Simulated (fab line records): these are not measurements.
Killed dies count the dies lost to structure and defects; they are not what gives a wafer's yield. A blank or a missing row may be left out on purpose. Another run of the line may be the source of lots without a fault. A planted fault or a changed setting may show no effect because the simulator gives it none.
The tool behind it: which one? ; flow nand harc ; 39 wafers from 13 lots sampled at 5 of the route's 1302 steps

== WHAT THE GAUGES READ, wafer by wafer ==
NHARC_THIN_TSV_CD_MEAS_16. Usual: cd nm reads 999.8 nm (standard deviation 1.7).
lot;measured;on;cd nm (nm);flag
L591;day 24 12:13;cd sem-01;998.7 998.2 999.6;
L593;day 24 09:47;cd sem-01;998.5 997.5 997.7;
L594;day 24 10:47;cd sem-01;999.8 1001.6 999.1;
L595;day 25 05:08;cd sem-01;998.7 997.6 999.6;
L598;day 27 00:07;cd sem-03;996.8 1000.2 996.5;
L599;day 26 22:54;cd sem-02;999.2 1000.0 998.6;
L601;day 29 00:43;cd sem-03;1002.0 999.7 1001.1;
L607;day 30 13:55;cd sem-02;1001.3 998.3 1003.1;
L606;day 30 21:43;cd sem-02;1000.3 999.5 997.7;
L608;day 30 19:25;cd sem-02;997.8 1000.4 998.5;
L611;day 31 18:29;cd sem-03;998.9 996.9 997.9;
L612;day 32 05:58;cd sem-01;999.7 998.5 998.8;
L614;day 33 12:26;cd sem-03;998.4 1002.4 998.1;

NHARC_THIN_TSV_CD_MEAS_33: the cd target is 5000 nm. Usual: cd nm reads 5000.2 nm (standard deviation 2.3).
lot;measured;on;cd nm (nm);flag
L591;day 24 17:17;cd sem-02;5001.9 5002.6 5001.9;
L593;day 24 14:41;cd sem-02;5003.8 5001.5 5002.7;
L594;day 24 15:40;cd sem-01;4999.4 5002.6 5000.6;
L595;day 25 10:05;cd sem-01;4997.8 5002.9 4999.6;
L598;day 27 05:09;cd sem-02;5001.1 5000.6 5000.2;
L599;day 27 03:53;cd sem-02;5002.0 4995.9 4995.8;
L601;day 29 05:44;cd sem-03;5005.2 5003.6 5001.2;
L607;day 30 18:44;cd sem-02;4997.7 5001.3 5000.4;
L606;day 31 02:40;cd sem-01;5000.4 4998.8 5001.5;
L608;day 31 00:45;cd sem-01;4999.5 5000.8 4998.4;
L611;day 31 23:26;cd sem-01;5001.2 5002.3 5002.6;
L612;day 32 10:55;cd sem-01;4999.5 4998.7 5000.4;
L614;day 33 17:17;cd sem-02;5002.3 4998.6 5001.4;

NHARC_END_SORT_01. Usual: defect limited yield 91.6 %, standard deviation 2.8; killed at array 52, standard deviation 18; killed at other 0.6, standard deviation 1.1; killed at periphery 3.7, standard deviation 2.4; killed dies 57, standard deviation 19; killed open 3.1, standard deviation 1.7; killed short 2.5, standard deviation 1.7; sort_bin_2_pct 3.0 %, standard deviation 1.2; sort_bin_3_pct 0.6 %, standard deviation 0.38; sort_bin_4_pct 4.8 %, standard deviation 1.7; sort n pass 620, standard deviation 19; sort rim yield pct 91 %, standard deviation 4.1; sort yield pct 91.6 %, standard deviation 2.8.
lot;measured;on;defect limited yield (%);killed at array;killed at other;killed at periphery;killed dies;killed open;killed short;sort_bin_2_pct (%);sort_bin_3_pct (%);sort_bin_4_pct (%);sort n pass;sort rim yield pct (%);sort yield pct (%);flag
L598;day 27 12:56;prober-01;46.5 49.8 48.0;49 51 51;0 0 0;313 289 301;362 340 352;1 6 3;3 0 2;20.1 19.1 19.6;4.6 4.3 2.5;28.8 26.9 29.8;315 337 325;40 55 49;46.5 49.8 48.0;OFF
L599;day 27 12:50;prober-02;46.1 46.1 48.4;45 39 45;0 1 1;320 325 303;365 365 349;3 2 4;2 1 3;17.4 18.5 17.6;4.0 5.2 4.0;32.5 30.3 30.0;312 312 328;49 49 48;46.1 46.1 48.4;OFF

== WHICH TOOL RAN EACH LOT (tool, then ch and the chambers of the sampled wafers, then the start) ==
lot;NHARC_P_BONDPAD_CMP_32;NHARC_A_BONDPAD_DEGAS_25
L591;cmp-01 ch 2,3, day 6 20:01;pvd sputter-01, day 23 19:28
L593;cmp-01 ch 1,2,3, day 7 05:00;pvd sputter-02, day 23 18:57
L594;cmp-04 ch 0,1, day 7 16:26;pvd sputter-01, day 23 21:59
L595;cmp-02 ch 0,1,3, day 8 06:36;pvd sputter-03, day 24 14:23
L598;cmp-02 ch 0,1,3, day 9 11:18;pvd sputter-03, day 26 09:59
L599;cmp-02 ch 0,2,3, day 9 18:38;pvd sputter-01, day 26 05:58
L601;cmp-04 ch 0,2,3, day 10 22:02;pvd sputter-02, day 28 09:39
L607;cmp-02 ch 0,1,2, day 13 04:19;pvd sputter-02, day 29 23:10
L606;cmp-02 ch 0,2,3, day 13 05:53;pvd sputter-02, day 30 06:08
L608;cmp-02 ch 1,2,3, day 13 16:38;pvd sputter-03, day 30 04:41
L611;cmp-02 ch 1,3, day 14 17:32;pvd sputter-01, day 31 03:50
L612;cmp-04 ch 0,1,3, day 15 05:11;pvd sputter-03, day 31 13:09
L614;cmp-02 ch 0,2,3, day 16 00:48;pvd sputter-03, day 32 19:25
- NHARC_P_BONDPAD_CMP_32: polishes SiCN, target thk 200 nm.
- NHARC_A_BONDPAD_DEGAS_25: time 60 s.

== WHAT THE TOOLS THEMSELVES READ (means of the sampled wafers that have a number; where no wafer has one, the mark that the record gives instead) ==
NHARC_P_BONDPAD_CMP_32. Usual: motor current A reads 12.6 A (standard deviation 1.1).
lot;tool;motor current A (A);flag
L591;cmp-01;13.2;
L593;cmp-01;12.2;
L594;cmp-04;12.9;
L595;cmp-02;12.8;
L598;cmp-02;13.1;
L599;cmp-02;12.2;
L601;cmp-04;12.2;
L607;cmp-02;12.8;
L606;cmp-02;12.0;
L608;cmp-02;12.5;
L611;cmp-02;12.8;
L612;cmp-04;12.2;
L614;cmp-02;12.8;

NHARC_A_BONDPAD_DEGAS_25. Usual: heater power w reads 451 W (standard deviation 55).
lot;tool;heater power w (W);flag
L591;pvd sputter-01;468;
L593;pvd sputter-02;512;
L594;pvd sputter-01;453;
L595;pvd sputter-03;497;
L598;pvd sputter-03;511;
L599;pvd sputter-01;437;
L601;pvd sputter-02;515;
L607;pvd sputter-02;444;
L606;pvd sputter-02;356;
L608;pvd sputter-03;442;
L611;pvd sputter-01;459;
L612;pvd sputter-03;462;
L614;pvd sputter-03;483;

== THE ANSWER, worked out from the rows above alone ==
Rule: lot off if the mean of its wafers having a number is beyond 3 standard deviations from the usual mean. Also off: a lot with no number at a reading for which 4 or more lots have one. All remaining lots with rows at the step are treated as sound. After the gauges, taken in route order, come the tools' own readings; for these a lot's mean is taken, as printed above. The first step at which some lot is off is used, and at that step the reading that is off furthest; a lot without a number counts as furthest.
Off, at NHARC_END_SORT_01 on killed at periphery: L598, L599. Neither off nor sound, because the step has no rows for them: L591, L593, L594, L595, L601, L607, L606, L608, L611, L612, L614.
A tool fits if, at a process step before that reading, it ran every lot that is off, and no sound lot after the first of them. Those tools and the gauges at NHARC_END_SORT_01 are tried in the same way. One candidate fits, namely cmp-02 at NHARC_P_BONDPAD_CMP_32. It ran no sound lot before its first lot that is off in this sample, so the start can't be narrowed down.

== WHAT THE SIMULATOR HAD INSERTED ==
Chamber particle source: cmp-02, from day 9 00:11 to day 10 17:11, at NHARC_P_BONDPAD_CMP_32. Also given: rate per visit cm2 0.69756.
Lots struck among those shown: L599, L598. The same result came from the rule above.
